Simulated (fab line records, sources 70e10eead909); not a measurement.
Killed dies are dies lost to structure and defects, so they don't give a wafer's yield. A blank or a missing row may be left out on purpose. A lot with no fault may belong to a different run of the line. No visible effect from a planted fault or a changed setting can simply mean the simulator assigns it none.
Check for tools in common | flow nandHarc | Sample size 12 lots and 36 wafers

THE REASON FOR OPENING IT
Flagged at NHARC_A_M1_CD_MEAS_09: reading cdNm, on 2 of 12 lots. Wafers without a fault read 120.0 nm, standard deviation 0.49.
Rule: a lot is flagged when every wafer of it that has a number lies more than 4 standard deviations from that mean, or none has a number. The rest of the lots are taken to be sound.

lot  | measured     | on       | cdNm (nm), wafer by wafer | flag
L753 | day 18 01:19 | cdSem-03 | 119.7 120.5 120.7         | 
L755 | day 18 03:29 | cdSem-03 | 120.1 120.4 120.2         | 
L756 | day 18 09:18 | cdSem-02 | 120.4 120.0 120.3         | 
L761 | day 20 03:18 | cdSem-02 | 120.5 119.9 120.2         | 
L763 | day 21 10:44 | cdSem-03 | 120.6 120.1 120.8         | 
L766 | day 21 11:26 | cdSem-02 | 120.7 119.8 119.3         | 
L767 | day 22 01:36 | cdSem-01 | 120.6 119.6 120.5         | 
L770 | day 22 09:13 | cdSem-03 | 119.9 120.2 120.8         | 
L769 | day 23 04:18 | cdSem-02 | 88.8 89.5 89.2            | FLAGGED
L774 | day 23 05:11 | cdSem-01 | 89.0 88.5 89.3            | FLAGGED
L775 | day 23 07:25 | cdSem-01 | 120.2 119.6 120.1         | 
L773 | day 23 10:47 | cdSem-03 | 120.0 119.4 119.5         | 
Average over the flagged lots: 89.0 nm; offset from the usual -31.0 nm, equal to -63 standard deviations.

WHICH TOOL EACH LOT WENT THROUGH
3 process steps preceding the reading are held in the record, out of 1159 steps in the route. Read each cell as the tool, then ch plus the chambers that the sampled wafers visited, then the start.
lot  | flag    | NHARC_A_M0_PRE_CLEAN_29                | NHARC_A_M0_PVD_20                      | NHARC_A_M1_PEB_07
L753 |         | pvdSputter-03, day 18 01:14 or earlier | pvdSputter-03, day 18 01:14 or earlier | lithoTrack-06 ch 0, day 18 01:14
L755 |         | pvdSputter-02, day 18 03:24 or earlier | pvdSputter-02, day 18 03:24 or earlier | lithoTrack-01 ch 0, day 18 03:24
L756 |         | pvdSputter-01, day 18 09:13 or earlier | pvdSputter-01, day 18 09:13 or earlier | lithoTrack-06 ch 0, day 18 09:13
L761 |         | pvdSputter-03, day 20 03:13 or earlier | pvdSputter-03, day 20 03:13 or earlier | lithoTrack-01 ch 0, day 20 03:13
L763 |         | pvdSputter-03, day 21 10:40 or earlier | pvdSputter-03, day 21 10:40 or earlier | lithoTrack-01 ch 0, day 21 10:40
L766 |         | pvdSputter-01, day 21 11:21 or earlier | pvdSputter-01, day 21 11:21 or earlier | lithoTrack-01 ch 0, day 21 11:21
L767 |         | pvdSputter-03, day 22 01:31 or earlier | pvdSputter-03, day 22 01:31 or earlier | lithoTrack-01 ch 0, day 22 01:31
L770 |         | pvdSputter-01, day 22 09:08 or earlier | pvdSputter-01, day 22 09:08 or earlier | lithoTrack-01 ch 0, day 22 09:08
L769 | FLAGGED | pvdSputter-02, day 23 04:13 or earlier | pvdSputter-02, day 23 04:13 or earlier | lithoTrack-06 ch 0, day 23 04:13
L774 | FLAGGED | pvdSputter-02, day 23 05:06 or earlier | pvdSputter-02, day 23 05:06 or earlier | lithoTrack-06 ch 0, day 23 05:06
L775 |         | pvdSputter-02, day 23 07:20 or earlier | pvdSputter-02, day 23 07:20 or earlier | lithoTrack-04 ch 0, day 23 07:20
L773 |         | pvdSputter-01, day 23 10:42 or earlier | pvdSputter-01, day 23 10:42 or earlier | lithoTrack-04 ch 0, day 23 10:42
What the steps here do:
- NHARC_A_M0_PRE_CLEAN_29: time 30 s.
- NHARC_A_M0_PVD_20: deposits TaN, target thk 5 nm, time 8.06 s.
- NHARC_A_M1_PEB_07: peb time 65 s.
- NHARC_A_M1_CD_MEAS_09: target cd 120 nm.

FLAGGED OVER TOTAL, TOOL BY TOOL (the gauges that took the reading come last)
step                    | tool          | lots run | flagged | share of the flagged lots | sound lots run after its first flagged lot
NHARC_A_M0_PRE_CLEAN_29 | pvdSputter-01 | 4        | 0       | none                      | -
NHARC_A_M0_PRE_CLEAN_29 | pvdSputter-02 | 4        | 2       | all                       | 1 (L775)
NHARC_A_M0_PRE_CLEAN_29 | pvdSputter-03 | 4        | 0       | none                      | -
NHARC_A_M0_PVD_20       | pvdSputter-01 | 4        | 0       | none                      | -
NHARC_A_M0_PVD_20       | pvdSputter-02 | 4        | 2       | all                       | 1 (L775)
NHARC_A_M0_PVD_20       | pvdSputter-03 | 4        | 0       | none                      | -
NHARC_A_M1_PEB_07       | lithoTrack-01 | 6        | 0       | none                      | -
NHARC_A_M1_PEB_07       | lithoTrack-04 | 2        | 0       | none                      | -
NHARC_A_M1_PEB_07       | lithoTrack-06 | 4        | 2       | all                       | 0
NHARC_A_M1_CD_MEAS_09   | cdSem-01      | 3        | 1       | some                      | 1 (L775)
NHARC_A_M1_CD_MEAS_09   | cdSem-02      | 4        | 1       | some                      | 0
NHARC_A_M1_CD_MEAS_09   | cdSem-03      | 5        | 0       | none                      | -
NHARC_A_M0_PRE_CLEAN_29: start missing for some lots; hours and lot order therefore follow NHARC_A_M1_PEB_07. NHARC_A_M0_PVD_20: start missing for some lots; hours and lot order therefore follow NHARC_A_M1_PEB_07.

WHAT THE TABLE ALLOWS
Every flagged lot was run by 3 rows of the table: pvdSputter-02 at NHARC_A_M0_PRE_CLEAN_29, pvdSputter-02 at NHARC_A_M0_PVD_20 and lithoTrack-06 at NHARC_A_M1_PEB_07.
- pvdSputter-02 at NHARC_A_M0_PRE_CLEAN_29 ran 4 lots, 2 of them flagged. Lots that were sound ran on it after the first flagged one (L775); a persistent fault on the entire tool would not allow that.
- pvdSputter-02 at NHARC_A_M0_PVD_20 ran 4 lots, 2 of them flagged. Lots that were sound ran on it after the first flagged one (L775); a persistent fault on the entire tool would not allow that.
- lithoTrack-06 at NHARC_A_M1_PEB_07 ran 4 lots, 2 of them flagged. Last sound lot L756 at day 18 09:13, first flagged lot L769 at day 23 04:13; a fault beginning in between fits. Its own readings (heaterPowerTotalW, plateTempC) fall more than 4 standard deviations out on all wafers of the flagged lots.
Just one tool remains: lithoTrack-06 at NHARC_A_M1_PEB_07.

WHAT THE SIMULATOR HAD PUT IN
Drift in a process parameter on lithoTrack-06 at NHARC_A_M1_PEB_07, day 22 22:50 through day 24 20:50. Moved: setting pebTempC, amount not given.
Shown lots that were struck: L769, L774. The rule above found the same.
